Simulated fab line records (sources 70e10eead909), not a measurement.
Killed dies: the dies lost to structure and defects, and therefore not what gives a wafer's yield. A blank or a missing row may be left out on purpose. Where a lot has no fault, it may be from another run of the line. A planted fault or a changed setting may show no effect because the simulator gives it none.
A struck lot beside a sound one    flow nand harc    15 steps out of a route of 1159
Sound: the wafers L688.2, L688.3, L688.5. Wafers struck: L683.1, L683.3, L683.5. Last of all comes the cause.
Each step with rows lists, per side, the tool, then ch with its chambers, then its first start. Under that, the readings that differ: sound wafers    struck wafers    difference of the means    sigmas: that difference in standard deviations of wafers without a fault.
alike: same words and numbers on both sides, and readings whose means sit less than 2 such deviations apart. not compared: any withheld reading, any reading some wafer has no value for, any bound like >300 that may hide the same value, and any number with overlapping values for which the record gives no deviation.
The two part at a step that has a row with sigmas, a row that says differs or no value, or rows on one side only. Numbers that don't overlap but have no deviation are shown without sigmas and don't part them. Lack of a reading on every wafer of one side parts them only where that side has two or more wafers.

first, 2 steps without rows for these wafers: NHARC_P_GATE_PEB_09 (peb time 85 s); NHARC_P_GATE_DEVELOP_10 (time 70 s).
NHARC_P_GATE_CD_MEAS_11 targets a cd of 1640 nm.
  sound on cd sem-01 ch 0, day 7 23:26; struck on cd sem-01 ch 0, day 6 10:10
  alike: cd nm
then, 1 step without rows for these wafers: NHARC_P_GATE_HARDBAKE_12 (time 80 s).
NHARC_P_GATE_DESCUM_13: chemistry O2, time 3 s.
  sound on rie diel-04 ch 0,1, day 7 23:35; struck on rie diel-05 ch 0,1, day 6 10:26
  alike: drypump motor current A, oes product au, rf vpp V, showerhead plenum p Torr, throttle valve pct
  not compared: rf hours counter h
then, 6 steps without rows for these wafers: NHARC_P_GATE_ETCH_14 (etches SiO2 in dHF, target depth 48.8 nm); NHARC_P_GATE_STRIP_15 (strips in SPM, time 780 s); NHARC_P_GATE_PRECLEAN_71 (cleans in SC1); NHARC_P_GATE_SRD_72; NHARC_P_GATE_OXIDE_16 (material SiO2, target thk 3 nm, ox time 392 s); NHARC_P_GATE_CVD_17 (deposits poly-Si, target thk 150 nm, time 900 s).
NHARC_P_GATE_HM_DEP_102: deposits aC, target thk 120 nm.
  sound on acl dep-03 ch 0, day 8 14:35; struck on acl dep-01 ch 0, day 6 22:44
  alike: throttle valve pct
NHARC_P_GATE_DEP_103: deposits SiON, target thk 30 nm.
  sound on pecvd-03 ch 0,1, day 8 15:08; struck on pecvd-02 ch 0,1, day 6 23:45
  alike: heater power w
then, 2 steps without rows for these wafers: NHARC_P_GATE_DEHYDRATE_18 (time 120 s); NHARC_END_SORT_01.

## WHERE THEY PART
Nowhere in this record.

WHY: what had been put in by the simulator
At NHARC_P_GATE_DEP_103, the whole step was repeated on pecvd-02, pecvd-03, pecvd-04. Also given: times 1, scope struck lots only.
